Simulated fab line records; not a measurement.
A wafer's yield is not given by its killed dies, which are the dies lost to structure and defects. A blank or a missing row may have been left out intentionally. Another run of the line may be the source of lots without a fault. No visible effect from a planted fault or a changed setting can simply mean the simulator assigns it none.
Matching of chambers | flow n5-finfet | N5_BEOL_M2_STRIP_66 on rie-diel-01: 4 sister chambers
The step strips in CF4. 4 wafers are shown with their chamber, then 9 later ones without.

WAFERS, EACH WITH ITS CHAMBER
wafer  | chamber | drypump-motor-current-A (A)
L089.4 | 2       | 5.1
L092.2 | 3       | 5.7
L092.4 | 0       | 6.5
L092.5 | 1       | 5.7

WAFERS WITHOUT THEIR CHAMBER
wafer  | drypump-motor-current-A (A)
L094.2 | 5.0
L094.4 | 5.7
L094.6 | 6.5
L097.1 | 6.5
L097.2 | 5.8
L097.3 | 5.0
L097.4 | 5.7
L097.5 | 6.5
L097.6 | 5.7

THE CHAMBER EACH PASSED THROUGH
wafer  | from the rows above     | in truth
L094.2 | 2                       | 2
L094.4 | can't be placed: 1 or 3 | 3
L094.6 | 0                       | 0
L097.1 | 0                       | 0
L097.2 | can't be placed: 1 or 3 | 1
L097.3 | 2                       | 2
L097.4 | can't be placed: 1 or 3 | 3
L097.5 | 0                       | 0
L097.6 | can't be placed: 1 or 3 | 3
Correct placement for 5 of the 9. Not placeable from these rows: 4 (in 4, the candidates include the true chamber). Wrongly placed: 0.
How it was worked out, from the rows above alone: a wafer's distance from a chamber is the root of the sum, over the readings, of the square of ((its reading less the chamber's mean) divided by the reading's scatter). The wafer belongs to the nearest chamber; if the next one is less than 2 further off, it can't be placed. A chamber's mean is the mean of its shown wafers. The scatter: with one shown wafer a chamber, the root of the mean of the squares of how far each hidden wafer lies from its nearest shown one.
